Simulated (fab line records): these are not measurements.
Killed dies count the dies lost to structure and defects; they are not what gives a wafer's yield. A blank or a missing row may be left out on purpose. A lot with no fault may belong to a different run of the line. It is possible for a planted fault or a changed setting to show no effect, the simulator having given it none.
Struck lot and sound lot, side by side / flow nand-harc / 40 steps out of a route of 1302
Sound: wafers L152.2, L152.5, L152.6. Struck: wafer L146.4. (L146.5, L146.6 of the same lot were not struck and are left out.) The cause comes at the end.
Each step with rows lists, per side, the tool, then ch with its chambers, then its first start. Under that, the readings that differ: sound wafers / struck wafers / difference of the means / sigmas: that difference in standard deviations of wafers without a fault.
alike: readings whose means differ by less than 2 such deviations, and words and numbers that are the same on both sides. not compared: withheld readings, readings that some wafer has no value for, bounds like >300 that may hide the same value, and numbers for which the record gives no deviation and whose values overlap.
Wherever a step has rows on one side only, a row that says differs or no value, or a row with sigmas, the two part there. When numbers do not overlap yet have no deviation, they are printed without sigmas and do not part them. A reading missing from all wafers of one side parts the sides only when that side holds two or more wafers.

NHARC_A_CHANNEL_HOLE_D1_STRIP_27: strips in O2.
  sound: rie-diel-11 ch 0,1,2; struck: rie-diel-01 ch 0
reading=showerhead-plenum-p-Torr (Torr); sound=3.47 3.46 3.38; struck=3.80; difference=+0.36; sigmas=+3
  alike: drypump-motor-current-A, oes-product-au, rf-vpp-V, throttle-valve-pct
  not compared: rf-hours-counter-h
then, 2 steps without rows for these wafers: NHARC_A_CHANNEL_HOLE_D1_PRECLEAN_28 (cleans in SC1); NHARC_A_CHANNEL_HOLE_D1_SRD_29.
NHARC_A_CHANNEL_HOLE_D1_CD_MEAS_30:
  struck on cd-sem-01, day 11 09:46; sound on cd-sem-01, day 13 08:32
  alike: cd-nm
next, for these wafers, 1 step has no rows: NHARC_A_CHANNEL_HOLE_D1_XSEM_31.
NHARC_A_CHANNEL_HOLE_D1_INSPECT_40:
  struck on defect-inspect-02, day 11 09:56; sound on defect-inspect-01, day 13 08:43
reading=raw-defect-count; sound=38 57 70; struck=115; difference=+60; sigmas=+2
then, 3 steps without rows for these wafers: NHARC_A_CHANNEL_FILL_D1_PRECLEAN_00 (cleans in SC1); NHARC_A_CHANNEL_FILL_D1_SRD_01; NHARC_A_CHANNEL_FILL_D1_ALD_02 (deposits SiO2, target thk 6 nm, pulse time 10 s, ald cycles 60).
NHARC_A_CHANNEL_FILL_D1_ALD_03: deposits SiNx, target thk 6 nm, pulse time 60 s, ald cycles 58.
  sound: ald-sin-batch-02 ch 0; struck: ald-sin-batch-01 ch 0
  alike: precursor-pulse-height-rel
NHARC_A_CHANNEL_FILL_D1_ALD_14: deposits SiO2, target thk 2.5 nm, pulse time 10 s, ald cycles 25.
  sound on ald-hk-04 ch 0,1, day 13 18:25; struck on ald-hk-02 ch 3, day 11 17:14
  alike: heater-power-w, precursor-pulse-height-rel
then, 1 step without rows for these wafers: NHARC_A_CHANNEL_FILL_D1_ALD_15 (deposits SiNx, target thk 2 nm, pulse time 60 s, ald cycles 19).
NHARC_A_CHANNEL_FILL_D1_ALD_16: deposits SiO2, target thk 1.5 nm, pulse time 10 s, ald cycles 15.
  sound on ald-hk-04 ch 0,1,2, day 13 23:38; struck on ald-hk-02 ch 3, day 11 22:30
  alike: heater-power-w, precursor-pulse-height-rel
then, 4 steps without rows for these wafers: NHARC_A_CHANNEL_FILL_D1_ANNEAL_17 (time 1800 s); NHARC_A_CHANNEL_FILL_D1_CVD_18 (deposits poly-Si, target thk 3 nm); NHARC_A_CHANNEL_FILL_D1_ETCHBACK_19 (etches the open film in HBr/Cl2, target depth 5 nm, time 1.7 s); NHARC_A_CHANNEL_FILL_D1_ETCHBACK_20 (etches the open film in C4F8/O2/Ar, target depth 27 nm, time 13.5 s).
NHARC_A_CHANNEL_FILL_D1_STRIP_28: strips in O2, time 20 s.
  sound on rie-diel-07 ch 2,3, day 14 13:06; struck on rie-diel-07 ch 0, day 12 10:55
  alike: drypump-motor-current-A, oes-product-au, rf-vpp-V, showerhead-plenum-p-Torr, throttle-valve-pct
  not compared: rf-hours-counter-h
then, 4 steps without rows for these wafers: NHARC_A_CHANNEL_FILL_D1_PRECLEAN_21 (cleans in dHF, time 30 s); NHARC_A_CHANNEL_FILL_D1_SRD_23; NHARC_A_CHANNEL_FILL_D1_CVD_05 (deposits poly-Si, target thk 5 nm); NHARC_A_CHANNEL_FILL_D1_ANNEAL_22 (time 7200 s).
NHARC_A_CHANNEL_FILL_D1_THK_MEAS_06: measures by ellipsometry.
  struck on film-metro-01, day 12 20:11; sound on film-metro-02, day 15 00:51
  alike: thk-nm
then, 1 step without rows for these wafers: NHARC_A_CHANNEL_FILL_D1_ALD_25 (deposits SiOx, target thk 60 nm, pulse time 10 s, ald cycles 600).
NHARC_A_CHANNEL_FILL_D1_ETCHBACK_08: etches the open film in C4F8, target depth 220 nm, time 110 s.
  sound: rie-diel-07 ch 2,3; struck: rie-diel-07 ch 0
reading=rf-vpp-V (V); sound=440.4 440.9 442.3; struck=435.3; difference=-5.9; sigmas=-2
  alike: oes-product-au
  not compared: rf-hours-counter-h
then, 14 steps without rows for these wafers: NHARC_A_CHANNEL_FILL_D1_STRIP_29 (strips in O2, time 20 s); NHARC_A_CHANNEL_FILL_D1_PRECLEAN_30 (cleans in dHF, time 30 s); NHARC_A_CHANNEL_FILL_D1_SRD_31; NHARC_A_CHANNEL_FILL_D1_CVD_09 (deposits poly-Si, target thk 150 nm, time 3000 s); NHARC_A_CHANNEL_FILL_D1_CMP_10 (polishes, target thk 150 nm); NHARC_A_CHANNEL_FILL_D1_SRD_12; NHARC_A_DECK1_JOINT_ETCHBACK_07 (etches the open film in HBr, target depth 105 nm, time 26.9 s); NHARC_A_DECK1_JOINT_ETCH_25 (etches SiO2 in dHF, target depth 0.5 nm); NHARC_A_DECK1_JOINT_ETCH_19 (etches poly-Si in TMAH, target depth 3 nm); NHARC_A_DECK1_JOINT_ETCH_18 (etches SiO2 in dHF, target depth 3 nm); NHARC_A_DECK1_JOINT_WET_08 (chemistry H3PO4, time 86 s); NHARC_A_DECK1_JOINT_ETCH_09 (etches SiO2 in dHF, target depth 5 nm); NHARC_A_DECK1_JOINT_WET_10 (chemistry H3PO4, time 86 s); NHARC_A_DECK1_JOINT_ETCH_11 (etches SiO2 in dHF, target depth 35 nm).
-- record jumps: 15 days between struck wafers' starts before vs after; left off in module A_DECK1_JOINT, resumes in module END, first step shown is number 1302 of the route --
NHARC_END_SORT_01:
  the record has rows for the struck wafers here (prober-01 ch 0, day 27 09:56) and none for the sound ones

## WHERE THEY PART
First at NHARC_A_CHANNEL_HOLE_D1_STRIP_27; last, within this record, at NHARC_END_SORT_01.

WHY: what the simulator had put in
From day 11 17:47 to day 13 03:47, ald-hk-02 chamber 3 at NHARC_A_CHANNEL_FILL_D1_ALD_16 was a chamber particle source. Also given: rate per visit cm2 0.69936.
